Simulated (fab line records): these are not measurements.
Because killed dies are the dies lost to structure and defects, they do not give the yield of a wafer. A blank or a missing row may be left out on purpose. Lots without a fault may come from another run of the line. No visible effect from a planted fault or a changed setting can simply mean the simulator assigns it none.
Comparing a struck lot with a sound one    flow n5Finfet    15 out of 1938 route steps
Sound: the wafers L787.3, L787.4, L787.5. Struck: wafers L794.2, L794.6 (left out: L794.1, a lot-mate that was not struck); the cause follows at the end.
Order at every step that has rows: each side's tool, ch and its chambers, its first start. Under that, the readings that differ: sound wafers    struck wafers    difference of the means    sigmas: that difference in standard deviations of wafers without a fault.
alike: readings with means less than 2 such deviations apart, plus words and numbers identical on both sides. not compared: withheld readings, readings lacking a value on some wafer, bounds such as >300 that could conceal the same value, and numbers that have no deviation in the record and whose values overlap.
Wherever a step has rows on one side only, a row that says differs or no value, or a row with sigmas, the two part there. Numbers that have no deviation but don't overlap get no sigmas and don't part them. A reading that every wafer of one side lacks parts them only if that side has two wafers or more.

first, 8 steps without rows for these wafers: N5_BEOL_M4_COAT_68 (time 60 s, resist thk 12 nm); N5_BEOL_M4_COAT_76 (time 60 s, resist thk 5 nm); N5_BEOL_M4_COAT_22 (resist thk 30 nm); N5_BEOL_M4_EBR_24; N5_BEOL_M4_SOFTBAKE_23 (time 60 s); N5_BEOL_M4_EXPOSE_25 (exposes mask V3, defocus 5 nm); N5_BEOL_M4_PEB_26 (peb time 60 s); N5_BEOL_M4_DEVELOP_27 (develop time 30 s).
N5_BEOL_M4_CD_MEAS_28: target cd 26.2 nm, target cd y 24.1 nm.
  sound on cdSem-02 ch 0, day 8 15:31; struck on cdSem-03 ch 0, day 13 17:23
  alike: cdNm
N5_BEOL_M4_OVL_MEAS_29:
  sound on overlay-02 ch 0, day 8 15:33; struck on overlay-01 ch 0, day 13 17:25
  alike: V3_OVL
N5_BEOL_M4_INSPECT_30: inspects for defects (brightfield).
  sound on defectInspect-02 at day 8 15:36; struck on defectInspect-02 at day 13 17:29
  alike: rawDefectCount
N5_BEOL_M4_DESCUM_33: chemistry O2, time 7 s.
  sound on rieDiel-02 ch 0,2, day 8 16:22; struck on rieDiel-03 ch 2, day 13 17:31
reading                   sound        struck   difference  sigmas
drypumpMotorCurrentA (A)  6.4 6.0 6.4  5.1 5.1  -1.2        -3
  alike: oesProductAu, rfVppV, showerheadPlenumPTorr, throttleValvePct
  not compared: rfHoursCounterH
N5_BEOL_M4_ETCH_77: etches underlayer in N2/H2, target depth 6.5 nm, time 5.2 s.
  sound on rieDiel-02 ch 0,2, day 8 16:23; struck on rieDiel-03 ch 2, day 13 17:32
reading                   sound           struck     difference  sigmas
drypumpMotorCurrentA (A)  6.4 6.0 6.4     5.1 5.1    -1.2        -3
etchRfOnTimeS (s)         5.30 4.86 5.23  8.34 8.24  +3.16       +19
oesProductAu (a.u.)       0.61 0.69 0.62  0.47 0.46  -0.18       -2
  alike: rfVppV, showerheadPlenumPTorr, throttleValvePct
  not compared: rfHoursCounterH
N5_BEOL_M4_ETCH_69: etches SiARC in CF4, target depth 15.6 nm, time 26 s.
  sound on rieDiel-02 ch 0,2, day 8 16:25; struck on rieDiel-03 ch 2, day 13 17:34
reading                   sound        struck   difference  sigmas
drypumpMotorCurrentA (A)  6.4 6.0 6.4  5.1 5.1  -1.2        -3
  alike: etchRfOnTimeS, oesProductAu, rfVppV, showerheadPlenumPTorr, throttleValvePct
  not compared: rfHoursCounterH
N5_BEOL_M4_RC_MEAS_101:
  sound on prober-01 ch 0, day 9 00:59; struck on prober-01 ch 0, day 14 14:39
  alike: DIBL_N, DIBL_P, IOFF_N, IOFF_P, ION_N, ION_P, SS_N, SS_P, VT_N, VT_P

## WHERE THEY PART
Last at N5_BEOL_M4_ETCH_69 as far as this record goes, first at N5_BEOL_M4_DESCUM_33. Later steps at which nothing parts them and some readings are alike: N5_BEOL_M4_RC_MEAS_101.

WHY: what the simulator had put in
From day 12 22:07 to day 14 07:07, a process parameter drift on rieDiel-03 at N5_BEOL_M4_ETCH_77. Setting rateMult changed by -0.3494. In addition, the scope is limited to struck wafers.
